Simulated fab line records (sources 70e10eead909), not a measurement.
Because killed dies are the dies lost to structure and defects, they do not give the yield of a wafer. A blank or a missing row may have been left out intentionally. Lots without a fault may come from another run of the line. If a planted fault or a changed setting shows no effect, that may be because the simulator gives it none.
A struck lot beside a sound one ; flow nand_harc ; 41 out of 1302 route steps
Sound: these wafers, L264.3, L264.4, L264.5. Struck: wafers L283.4, L283.6. (L283.1 of the same lot was not struck and is left out.) The cause comes at the end.
Per side, at each step with rows, come the tool, then ch with its chambers, and then its first start. Under that, the readings that differ: sound wafers ; struck wafers ; difference of the means ; sigmas: that difference in standard deviations of wafers without a fault.
alike: words and numbers the same on both sides, and readings whose means are apart by under 2 such deviations; not compared: readings that were withheld, readings missing a value for some wafer, numbers with overlapping values and no deviation given by the record, and bounds like >300 which may hide the same value.
Wherever a step has rows on one side only, a row that says differs or no value, or a row with sigmas, the two part there. Numbers that have no deviation but don't overlap get no sigmas and don't part them. A reading missing from all wafers of one side parts the sides only when that side holds two or more wafers.

NHARC_THIN_TSV_CD_MEAS_12 targets a cd of 1000 nm.
  sound on cd_sem-02 ch 0, day 24 16:11; struck on cd_sem-01 ch 0, day 32 14:40
reading;sound;struck;difference;sigmas
cd_nm (nm);999.2 997.3 998.0;1001.3 1001.1;+3.0;+2
then, 4 steps without rows for these wafers: NHARC_THIN_TSV_HARDBAKE_13 (time 80 s); NHARC_THIN_TSV_DESCUM_14 (chemistry O2, time 3 s); NHARC_THIN_TSV_ETCH_44 (etches the open film in CF4/O2, target depth 1594.2 nm, time 797.1 s); NHARC_THIN_TSV_ETCH_15 (target depth 3000 nm, bosch target overetch cycles 2, bosch etch step 2.8 s).
NHARC_THIN_TSV_CD_MEAS_16:
  sound: cd_sem-02 at day 24 17:08; struck: cd_sem-01 at day 32 15:38
reading;sound;struck;difference;sigmas
cd_nm (nm);998.6 997.6 997.7;1001.8 1001.5;+3.7;+2
then, 2 steps without rows for these wafers: NHARC_THIN_TSV_STRIP_45 (strips in O2); NHARC_THIN_TSV_STRIP_46 (strips in post etch residue remover, time 1200 s).
NHARC_THIN_TSV_DEP_47: deposits SiO2, target thk 200 nm.
  sound on pecvd-03 ch 0,2, day 24 18:06; struck on pecvd-03 ch 0,2, day 32 16:33
  alike: throttle_valve_pct
then, 3 steps without rows for these wafers: NHARC_THIN_TSV_ETCHBACK_48 (etches the open film in C4F8/Ar, target depth 1028.5 nm, time 405.17 s); NHARC_THIN_TSV_STRIP_62 (strips in N2/H2, time 20 s); NHARC_THIN_TSV_DEGAS_49 (time 120 s).
NHARC_THIN_TSV_PRE_CLEAN_50: time 30 s.
  sound: pvd_sputter-01 at day 24 19:02; struck: pvd_sputter-02 at day 32 17:31
  alike: heater_power_w
then, 1 step without rows for these wafers: NHARC_THIN_TSV_PVD_19 (deposits TaN, target thk 20 nm).
NHARC_THIN_TSV_PVD_51: deposits Cu, target thk 100 nm.
  sound on pvd_sputter-01; struck on pvd_sputter-02
  alike: throttle_valve_pct
then, 1 step without rows for these wafers: NHARC_THIN_TSV_ECD_20 (material Cu, target thk 2000 nm).
NHARC_THIN_TSV_ANNEAL_52: time 90 s.
  sound on rtp_anneal-01 ch 0, day 24 20:14; struck on rtp_anneal-01 ch 0, day 32 18:37
  alike: anneal_temp_c_max, wafer_temp_C_max
NHARC_THIN_TSV_CMP_21: polishes, t overpolish 30 s, target thk 2000 nm.
  sound on cmp-04 ch 1,2,3, day 24 20:32; struck on cmp-02 ch 0,3, day 32 18:58
  alike: motor_current_A, overpolish_run_s
then, 13 steps without rows for these wafers: NHARC_THIN_TSV_SRD_23; NHARC_THIN_TSV_DEGAS_53 (time 60 s); NHARC_THIN_TSV_PRE_CLEAN_54 (time 30 s); NHARC_THIN_TSV_PVD_55 (deposits TiN, target thk 50 nm); NHARC_THIN_TSV_PVD_24 (deposits Al, target thk 800 nm); NHARC_THIN_TSV_DEHYDRATE_25 (time 120 s); NHARC_THIN_TSV_HMDS_26 (time 30 s); NHARC_THIN_TSV_COAT_27; NHARC_THIN_TSV_SOFTBAKE_28 (time 95 s); NHARC_THIN_TSV_EBR_29; NHARC_THIN_TSV_EXPOSE_30 (exposes mask PAD); NHARC_THIN_TSV_PEB_31 (peb time 85 s); NHARC_THIN_TSV_DEVELOP_32 (time 70 s).
NHARC_THIN_TSV_CD_MEAS_33 targets a cd of 5000 nm.
  sound on cd_sem-03 ch 0, day 24 22:05; struck on cd_sem-01 ch 0, day 32 20:34
  alike: cd_nm
then, 4 steps without rows for these wafers: NHARC_THIN_TSV_HARDBAKE_34 (time 80 s); NHARC_THIN_TSV_DESCUM_35 (chemistry O2, time 3 s); NHARC_THIN_TSV_ETCH_59 (etches the open film in Cl2/BCl3, target depth 880 nm, time 138.1 s); NHARC_THIN_TSV_ETCH_36 (etches the open film in Cl2/BCl3, target depth 65 nm, time 18.571 s).
NHARC_THIN_TSV_STRIP_56: strips in O2.
  sound on plasma_asher-01 ch 0,1, day 24 22:50; struck on plasma_asher-01 ch 0,1, day 32 21:13
  alike: drypump_motor_current_A, heater_power_w
  not compared: rf_hours_counter_h
then, 1 step without rows for these wafers: NHARC_THIN_TSV_STRIP_57 (strips in post etch residue remover, time 1200 s).
NHARC_THIN_TSV_CD_MEAS_37:
  sound: cd_sem-01 at day 24 23:32; struck: cd_sem-03 at day 32 22:00
  alike: cd_nm
then, 1 step without rows for these wafers: NHARC_THIN_TSV_ANNEAL_58 (time 1800 s).
NHARC_END_SORT_01:
  sound on prober-01 ch 0, day 25 09:05; struck on prober-01 ch 0, day 33 06:52
reading;sound;struck;difference;sigmas
defect_limited_yield (%);93.5 93.8 92.5;87.4 86.3;-6.4;-2
killed_at_other;3 2 3;48 52;+47;+23
killed_dies;44 42 51;85 93;+43;+2
sort_bin_2_pct (%);1.6 2.7 2.4;5.8 5.6;+3.5;+3
sort_bin_3_pct (%);0.6 0.4 0.3;1.5 1.6;+1.1;+3
sort_n_pass;633 635 626;592 584;-43;-2
sort_rim_yield_pct (%);92 90 92;82 77;-12;-2
sort_yield_pct (%);93.5 93.8 92.5;87.4 86.3;-6.4;-2
  alike: killed_at_array, killed_at_periphery, killed_open, killed_short, sort_bin_4_pct

## WHERE THEY PART
Last at NHARC_END_SORT_01 as far as this record goes, first at NHARC_THIN_TSV_CD_MEAS_12.

WHY: what had been put in by the simulator
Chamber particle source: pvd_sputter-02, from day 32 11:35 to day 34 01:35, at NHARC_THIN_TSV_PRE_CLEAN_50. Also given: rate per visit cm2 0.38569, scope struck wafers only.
